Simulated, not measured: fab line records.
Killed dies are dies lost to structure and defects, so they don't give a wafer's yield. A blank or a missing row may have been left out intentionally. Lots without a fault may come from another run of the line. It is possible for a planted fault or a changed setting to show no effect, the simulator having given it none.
Lot-split experiment -- flow n5 finfet -- on a route of 1938 steps: 7 lots, 33 wafers read

== ABOUT THE SPLIT ==
At N5_PASSIVATION_DEVELOP_43 (develop time 60 s), the setting develop time s was moved away from the recipe's 60 s on 14 of the 33 wafers read, by -58.5% to +45.5%. All remaining wafers had this setting at the recipe value.

== BETWEEN THE SPLIT AND THE READING: the file shows 1 step in between ==
- N5_PASSIVATION_HARDBAKE_45: time 120 s

== THE READING ==
cd nm at N5_PASSIVATION_CD_MEAS_44, given in nm (cd target 40000 nm). Fault-free wafers of this fab line usually give 40000 nm, standard deviation 3.3 nm.

wafer,"tool, chamber at the split","develop time s as run, s",against the recipe,"cd nm, nm",against lot-mates on the recipe
L075.3,"litho track-01, 0",87.31,+45.5%,40020,+14
L075.5,"litho track-01, 0",60,recipe,40007,-
L075.6,"litho track-01, 0",60,recipe,40006,-
L079.1,"litho track-05, 0",60,recipe,40000,-
L079.2,"litho track-05, 0",38.22,-36.3%,39980,-18
L079.3,"litho track-05, 0",38.22,-36.3%,39979,-19
L079.4,"litho track-05, 0",60,recipe,39998,-
L079.5,"litho track-05, 0",38.22,-36.3%,39978,-20
L079.6,"litho track-05, 0",60,recipe,39996,-
L084.1,"litho track-01, 0",60,recipe,39999,-
L084.2,"litho track-01, 0",60,recipe,39997,-
L084.3,"litho track-01, 0",60,recipe,40003,-
L084.4,"litho track-01, 0",35.55,-40.8%,39981,-19
L084.5,"litho track-01, 0",35.55,-40.8%,39975,-25
L084.6,"litho track-01, 0",35.55,-40.8%,39979,-21
L085.2,"litho track-01, 0",60,recipe,40007,-
L085.4,"litho track-01, 0",60,recipe,40002,-
L085.6,"litho track-01, 0",60,recipe,40002,-
L092.1,"litho track-01, 0",60,recipe,39995,-
L092.2,"litho track-01, 0",60,recipe,39996,-
L092.3,"litho track-01, 0",86.14,+43.6%,40010,+15
L092.4,"litho track-01, 0",86.14,+43.6%,40009,+14
L092.5,"litho track-01, 0",86.14,+43.6%,40014,+19
L092.6,"litho track-01, 0",60,recipe,39995,-
L096.1,"litho track-01, 0",24.87,-58.5%,39967,-36
L096.2,"litho track-01, 0",60,recipe,40004,-
L096.3,"litho track-01, 0",60,recipe,40002,-
L096.4,"litho track-01, 0",60,recipe,40004,-
L096.5,"litho track-01, 0",24.87,-58.5%,39968,-35
L096.6,"litho track-01, 0",24.87,-58.5%,39963,-40
L097.1,"litho track-01, 0",60,recipe,39997,-
L097.2,"litho track-01, 0",39.67,-33.9%,39980,-17
L097.5,"litho track-01, 0",60,recipe,39997,-

FIT RESULTS
A straight line over all 33 wafers: cd nm changes by +0.477 nm for each +1% of develop time s; r = +0.95; the points scatter about the line by 4.7 nm.
The same after taking each lot's own level away (the mean of its wafers on the recipe; 33 wafers): +0.498 nm for each +1%; r = +0.97; scatter 3.6 nm.
On that fit, the largest move of develop time s shifts the reading by 29 nm.
Measured against the standard deviation above, the lots' own levels, which go from 39995.3 to 40006.5 nm, span 3.4 times it.
The two slopes are in agreement: the lot-to-lot level therefore moves the slope only a little.
Check: with one of the wafers moved furthest among these (-58.5%) left out of the fit, the line predicts -30.1 nm for it against its lot-mates. Against them it came out at -36.3 nm.

== THE FILE'S OWN FIT ==
cd nm changes by +0.508 nm for each +1% of develop time s, r = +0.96.
